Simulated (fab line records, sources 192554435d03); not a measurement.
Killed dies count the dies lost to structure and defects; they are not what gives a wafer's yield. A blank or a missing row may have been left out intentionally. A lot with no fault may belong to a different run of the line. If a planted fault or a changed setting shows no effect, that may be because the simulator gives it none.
Which of the tools did it? / flow n5_finfet / 20 lots with 60 wafers sampled at 2 steps, on a route of 1938 steps

== WHAT THE GAUGES READ, wafer by wafer ==
N5_MOL_CONTACT_COAG_CD_MEAS_99: the cd target is 17.2 nm.
lot=L076; measured=day 5 06:56; on=cd_sem-02; cd_nm (nm)=16.8 16.2 17.0
lot=L077; measured=day 5 10:14; on=cd_sem-01; cd_nm (nm)=17.1 17.1 17.2
lot=L078; measured=day 5 16:51; on=cd_sem-02; cd_nm (nm)=17.9 16.7 17.3
lot=L079; measured=day 5 21:23; on=cd_sem-02; cd_nm (nm)=16.9 17.5 17.0
lot=L080; measured=day 6 03:13; on=cd_sem-02; cd_nm (nm)=17.5 17.1 17.0
lot=L081; measured=day 6 11:03; on=cd_sem-02; cd_nm (nm)=17.3 17.5 17.5
lot=L083; measured=day 7 04:46; on=cd_sem-02; cd_nm (nm)=16.6 17.7 16.9
lot=L084; measured=day 7 07:37; on=cd_sem-02; cd_nm (nm)=17.8 16.6 16.6
lot=L085; measured=day 7 09:32; on=cd_sem-02; cd_nm (nm)=16.6 17.6 17.9
lot=L087; measured=day 8 01:28; on=cd_sem-01; cd_nm (nm)=16.7 16.7 16.8
lot=L088; measured=day 8 02:26; on=cd_sem-03; cd_nm (nm)=17.5 17.1 17.0
lot=L089; measured=day 8 09:40; on=cd_sem-03; cd_nm (nm)=16.5 17.0 16.8
lot=L090; measured=day 8 14:52; on=cd_sem-03; cd_nm (nm)=17.4 17.3 17.7
lot=L091; measured=day 8 22:10; on=cd_sem-03; cd_nm (nm)=16.9 17.8 17.3
lot=L092; measured=day 9 06:46; on=cd_sem-01; cd_nm (nm)=17.0 17.3 17.0
lot=L093; measured=day 9 10:53; on=cd_sem-01; cd_nm (nm)=17.2 16.8 16.8
lot=L094; measured=day 9 17:37; on=cd_sem-01; cd_nm (nm)=17.5 16.7 16.9
lot=L095; measured=day 9 22:04; on=cd_sem-01; cd_nm (nm)=17.1 17.2 17.2
lot=L096; measured=day 10 06:50; on=cd_sem-03; cd_nm (nm)=17.3 17.0 17.1
lot=L097; measured=day 10 13:16; on=cd_sem-03; cd_nm (nm)=16.2 17.3 17.3

== WHAT TOOL EACH LOT RAN ON (gives the tool, then ch and the chambers of the sampled wafers, and finally the start) ==
lot=L076; N5_MOL_CONTACT_COAG_ETCH_59=rie_diel-05 ch 0,2,3, day 5 06:35
lot=L077; N5_MOL_CONTACT_COAG_ETCH_59=rie_diel-04 ch 1,2,3, day 5 09:53
lot=L078; N5_MOL_CONTACT_COAG_ETCH_59=rie_diel-01 ch 0,1, day 5 16:29
lot=L079; N5_MOL_CONTACT_COAG_ETCH_59=rie_diel-04 ch 1,2,3, day 5 21:02
lot=L080; N5_MOL_CONTACT_COAG_ETCH_59=rie_diel-04 ch 0,2,3, day 6 02:52
lot=L081; N5_MOL_CONTACT_COAG_ETCH_59=rie_diel-01 ch 1,2, day 6 10:41
lot=L083; N5_MOL_CONTACT_COAG_ETCH_59=rie_diel-05 ch 0,3, day 7 04:24
lot=L084; N5_MOL_CONTACT_COAG_ETCH_59=rie_diel-04 ch 0,3, day 7 07:14
lot=L085; N5_MOL_CONTACT_COAG_ETCH_59=rie_diel-01 ch 2,3, day 7 09:10
lot=L087; N5_MOL_CONTACT_COAG_ETCH_59=rie_diel-05 ch 0,1, day 8 01:07
lot=L088; N5_MOL_CONTACT_COAG_ETCH_59=rie_diel-05 ch 2,3, day 8 02:05
lot=L089; N5_MOL_CONTACT_COAG_ETCH_59=rie_diel-01 ch 0,1, day 8 09:18
lot=L090; N5_MOL_CONTACT_COAG_ETCH_59=rie_diel-01 ch 0,3, day 8 14:30
lot=L091; N5_MOL_CONTACT_COAG_ETCH_59=rie_diel-01 ch 0,1, day 8 21:48
lot=L092; N5_MOL_CONTACT_COAG_ETCH_59=rie_diel-04 ch 2,3, day 9 06:25
lot=L093; N5_MOL_CONTACT_COAG_ETCH_59=rie_diel-05 ch 1,2,3, day 9 10:31
lot=L094; N5_MOL_CONTACT_COAG_ETCH_59=rie_diel-04 ch 0,2,3, day 9 17:16
lot=L095; N5_MOL_CONTACT_COAG_ETCH_59=rie_diel-04 ch 1,2,3, day 9 21:42
lot=L096; N5_MOL_CONTACT_COAG_ETCH_59=rie_diel-04 ch 0,1,2, day 10 06:29
lot=L097; N5_MOL_CONTACT_COAG_ETCH_59=rie_diel-04 ch 0,1,3, day 10 12:55
- N5_MOL_CONTACT_COAG_ETCH_59: etches underlayer in N2/H2, target depth 13 nm, time 10.4 s.

== WHAT THE TOOLS THEMSELVES READ (means of the sampled wafers that have a number; where no wafer has one, the mark that the record gives instead) ==
N5_MOL_CONTACT_COAG_ETCH_59.
lot=L076; tool=rie_diel-05; drypump_motor_current_A (A)=5.4; etch_rf_on_time_s (s)=10.34; oes_product_au (a.u.)=0.66; rf_vpp_V (V)=522.9; showerhead_plenum_p_Torr (Torr)=2.51; throttle_valve_pct (%)=17.67
lot=L077; tool=rie_diel-04; drypump_motor_current_A (A)=5.2; etch_rf_on_time_s (s)=10.64; oes_product_au (a.u.)=0.60; rf_vpp_V (V)=522.3; showerhead_plenum_p_Torr (Torr)=2.49; throttle_valve_pct (%)=17.91
lot=L078; tool=rie_diel-01; drypump_motor_current_A (A)=4.8; etch_rf_on_time_s (s)=10.50; oes_product_au (a.u.)=0.59; rf_vpp_V (V)=524.6; showerhead_plenum_p_Torr (Torr)=2.53; throttle_valve_pct (%)=17.83
lot=L079; tool=rie_diel-04; drypump_motor_current_A (A)=5.2; etch_rf_on_time_s (s)=10.63; oes_product_au (a.u.)=0.60; rf_vpp_V (V)=522.4; showerhead_plenum_p_Torr (Torr)=2.49; throttle_valve_pct (%)=17.90
lot=L080; tool=rie_diel-04; drypump_motor_current_A (A)=5.2; etch_rf_on_time_s (s)=10.59; oes_product_au (a.u.)=0.61; rf_vpp_V (V)=522.7; showerhead_plenum_p_Torr (Torr)=2.53; throttle_valve_pct (%)=18.03
lot=L081; tool=rie_diel-01; drypump_motor_current_A (A)=5.2; etch_rf_on_time_s (s)=10.63; oes_product_au (a.u.)=0.61; rf_vpp_V (V)=526.5; showerhead_plenum_p_Torr (Torr)=2.59; throttle_valve_pct (%)=17.95
lot=L083; tool=rie_diel-05; drypump_motor_current_A (A)=5.2; etch_rf_on_time_s (s)=10.04; oes_product_au (a.u.)=0.71; rf_vpp_V (V)=521.2; showerhead_plenum_p_Torr (Torr)=2.46; throttle_valve_pct (%)=17.75
lot=L084; tool=rie_diel-04; drypump_motor_current_A (A)=5.1; etch_rf_on_time_s (s)=10.66; oes_product_au (a.u.)=0.60; rf_vpp_V (V)=524.7; showerhead_plenum_p_Torr (Torr)=2.58; throttle_valve_pct (%)=18.15
lot=L085; tool=rie_diel-01; drypump_motor_current_A (A)=5.8; etch_rf_on_time_s (s)=10.85; oes_product_au (a.u.)=0.57; rf_vpp_V (V)=523.2; showerhead_plenum_p_Torr (Torr)=2.52; throttle_valve_pct (%)=17.94
lot=L087; tool=rie_diel-05; drypump_motor_current_A (A)=6.1; etch_rf_on_time_s (s)=10.73; oes_product_au (a.u.)=0.73; rf_vpp_V (V)=521.7; showerhead_plenum_p_Torr (Torr)=2.49; throttle_valve_pct (%)=17.67
lot=L088; tool=rie_diel-05; drypump_motor_current_A (A)=5.0; etch_rf_on_time_s (s)=10.32; oes_product_au (a.u.)=0.66; rf_vpp_V (V)=522.9; showerhead_plenum_p_Torr (Torr)=2.48; throttle_valve_pct (%)=17.72
lot=L089; tool=rie_diel-01; drypump_motor_current_A (A)=4.8; etch_rf_on_time_s (s)=10.48; oes_product_au (a.u.)=0.74; rf_vpp_V (V)=523.8; showerhead_plenum_p_Torr (Torr)=2.52; throttle_valve_pct (%)=17.64
lot=L090; tool=rie_diel-01; drypump_motor_current_A (A)=4.9; etch_rf_on_time_s (s)=10.74; oes_product_au (a.u.)=0.64; rf_vpp_V (V)=523.0; showerhead_plenum_p_Torr (Torr)=2.50; throttle_valve_pct (%)=17.70
lot=L091; tool=rie_diel-01; drypump_motor_current_A (A)=4.8; etch_rf_on_time_s (s)=10.45; oes_product_au (a.u.)=0.74; rf_vpp_V (V)=522.4; showerhead_plenum_p_Torr (Torr)=2.52; throttle_valve_pct (%)=17.65
lot=L092; tool=rie_diel-04; drypump_motor_current_A (A)=5.2; etch_rf_on_time_s (s)=10.49; oes_product_au (a.u.)=0.60; rf_vpp_V (V)=522.3; showerhead_plenum_p_Torr (Torr)=2.50; throttle_valve_pct (%)=17.90
lot=L093; tool=rie_diel-05; drypump_motor_current_A (A)=5.5; etch_rf_on_time_s (s)=10.65; oes_product_au (a.u.)=0.65; rf_vpp_V (V)=522.4; showerhead_plenum_p_Torr (Torr)=2.48; throttle_valve_pct (%)=17.77
lot=L094; tool=rie_diel-04; drypump_motor_current_A (A)=5.2; etch_rf_on_time_s (s)=10.30; oes_product_au (a.u.)=0.69; rf_vpp_V (V)=523.1; showerhead_plenum_p_Torr (Torr)=2.51; throttle_valve_pct (%)=17.95
lot=L095; tool=rie_diel-04; drypump_motor_current_A (A)=5.2; etch_rf_on_time_s (s)=10.53; oes_product_au (a.u.)=0.65; rf_vpp_V (V)=525.2; showerhead_plenum_p_Torr (Torr)=2.58; throttle_valve_pct (%)=17.86
lot=L096; tool=rie_diel-04; drypump_motor_current_A (A)=5.4; etch_rf_on_time_s (s)=10.37; oes_product_au (a.u.)=0.73; rf_vpp_V (V)=524.5; showerhead_plenum_p_Torr (Torr)=2.55; throttle_valve_pct (%)=17.82
lot=L097; tool=rie_diel-04; drypump_motor_current_A (A)=5.2; etch_rf_on_time_s (s)=10.64; oes_product_au (a.u.)=0.73; rf_vpp_V (V)=525.8; showerhead_plenum_p_Torr (Torr)=2.60; throttle_valve_pct (%)=17.91

== THE ANSWER, worked out from the rows above alone ==
Rule: the lots themselves supply what counts as usual. The widest of any qualifying gaps counts: lots, ordered by their means at a reading, are off when they make up no more than a third of the lots, leave a main group of 4 or more, and stand apart from it by 3 or more times the standard deviation of that group's means. A main group is skipped when, at the precision printed for the reading in the tables above, its means are all equal. A lot without any number at a reading at which 4 lots or more have one is off too. The other lots that the step has rows for count as sound. First the gauges in route order, then the tools' own readings, where a lot's mean is used as printed above. At the first step where some lot is off, the reading lying furthest off is the one used; lots without a number count as furthest.
No lot is off at any reading shown: from this, nothing can be told.

== WHAT THE SIMULATOR HAD INSERTED ==
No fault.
